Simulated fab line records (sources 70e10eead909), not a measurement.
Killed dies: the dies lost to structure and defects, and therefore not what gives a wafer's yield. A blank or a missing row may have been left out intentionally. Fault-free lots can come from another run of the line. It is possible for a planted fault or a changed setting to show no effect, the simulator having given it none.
Struck lot and sound lot, side by side	flow nand-harc	15 out of 1302 route steps
Sound: the wafers L123.3, L123.4, L123.6. Wafers L113.3, L113.4, L113.6 were the ones struck. The cause is named last.
Per side, at each step with rows, come the tool, then ch with its chambers, and then its first start. Under that, the readings that differ: sound wafers	struck wafers	difference of the means	sigmas: that difference in standard deviations of wafers without a fault.
alike: same words and numbers on both sides, and readings whose means sit less than 2 such deviations apart. not compared: any withheld reading, any reading some wafer has no value for, any bound like >300 that may hide the same value, and any number with overlapping values for which the record gives no deviation.
A row with sigmas, a row that says differs or no value, or rows on one side alone: a step with any of these is where the two part. When numbers do not overlap yet have no deviation, they are printed without sigmas and do not part them. Lack of a reading on every wafer of one side parts them only where that side has two or more wafers.

first, 1 step without rows for these wafers: NHARC_A_CHANNEL_HOLE_D2_ETCH_44 (etches the open film in CF4/O2, target depth 140 nm, overetch 14 nm, time 77 s).
NHARC_A_CHANNEL_HOLE_D2_STRIP_28: strips in O2.
  sound: rie-diel-06 ch 1,3; struck: rie-diel-06 ch 1,2
  alike: drypump-motor-current-A, oes-product-au, rf-vpp-V, showerhead-plenum-p-Torr, throttle-valve-pct
  not compared: rf-hours-counter-h
then, 2 steps without rows for these wafers: NHARC_A_CHANNEL_HOLE_D2_PRECLEAN_29 (cleans in SC1); NHARC_A_CHANNEL_HOLE_D2_SRD_30.
NHARC_A_CHANNEL_HOLE_D2_CD_MEAS_31:
  struck on cd-sem-02, day 16 07:34; sound on cd-sem-01, day 20 11:52
  alike: cd-nm
NHARC_A_CHANNEL_HOLE_D2_XSEM_32:
  sound on xsem-01 ch 0, day 20 11:56; struck on xsem-02 ch 0, day 16 07:40
  alike: bot-cd-nm, bow-nm, tilt-deg
NHARC_A_CHANNEL_HOLE_D2_INSPECT_40:
  struck on defect-inspect-01, day 16 07:46; sound on defect-inspect-01, day 20 12:02
  alike: raw-defect-count
then, 2 steps without rows for these wafers: NHARC_A_CHANNEL_FILL_D2_PRECLEAN_00 (cleans in SC1); NHARC_A_CHANNEL_FILL_D2_SRD_01.
NHARC_A_CHANNEL_FILL_D2_ALD_02: deposits SiO2, target thk 6 nm, pulse time 10 s, ald cycles 60.
  sound on ald-hk-02 ch 1,2, day 20 12:14; struck on ald-hk-03 ch 1,2,3, day 16 07:57
  alike: ald-cycles, heater-power-w, precursor-pulse-height-rel
NHARC_A_CHANNEL_FILL_D2_ALD_03: deposits SiNx, target thk 6 nm, pulse time 60 s, ald cycles 58.
  sound: ald-sin-batch-03 ch 0; struck: ald-sin-batch-03 ch 0
  alike: ald-cycles, precursor-pulse-height-rel
then, 1 step without rows for these wafers: NHARC_A_CHANNEL_FILL_D2_ALD_14 (deposits SiO2, target thk 2.5 nm, pulse time 10 s, ald cycles 25).
NHARC_A_CHANNEL_FILL_D2_ALD_15: deposits SiNx, target thk 2 nm, pulse time 60 s, ald cycles 19.
  sound on ald-sin-batch-02 ch 0, day 20 22:22; struck on ald-sin-batch-02 ch 0, day 16 17:03
reading	sound	struck	difference	sigmas
ald-cycles	19 19 19	28 28 28	+9	
  alike: precursor-pulse-height-rel
NHARC_A_CHANNEL_FILL_D2_ALD_16: deposits SiO2, target thk 1.5 nm, pulse time 10 s, ald cycles 15.
  sound on ald-hk-02 ch 2,3, day 21 00:26; struck on ald-hk-04 ch 0,2, day 16 19:10
  alike: ald-cycles, heater-power-w, precursor-pulse-height-rel
-- break in the record here, with 11 days between the starts of the struck wafers on either side (left off in module A_CHANNEL_FILL_D2, picked up again in module END, where the first step shown is number 1302 on the route) --
NHARC_END_SORT_01:
  only the struck wafers appear in the record here, on prober-01 ch 0 at day 27 09:43; the sound ones have no rows

WHERE THEY PART
NHARC_END_SORT_01 only, going by this record.

WHY: the cause the simulator had injected
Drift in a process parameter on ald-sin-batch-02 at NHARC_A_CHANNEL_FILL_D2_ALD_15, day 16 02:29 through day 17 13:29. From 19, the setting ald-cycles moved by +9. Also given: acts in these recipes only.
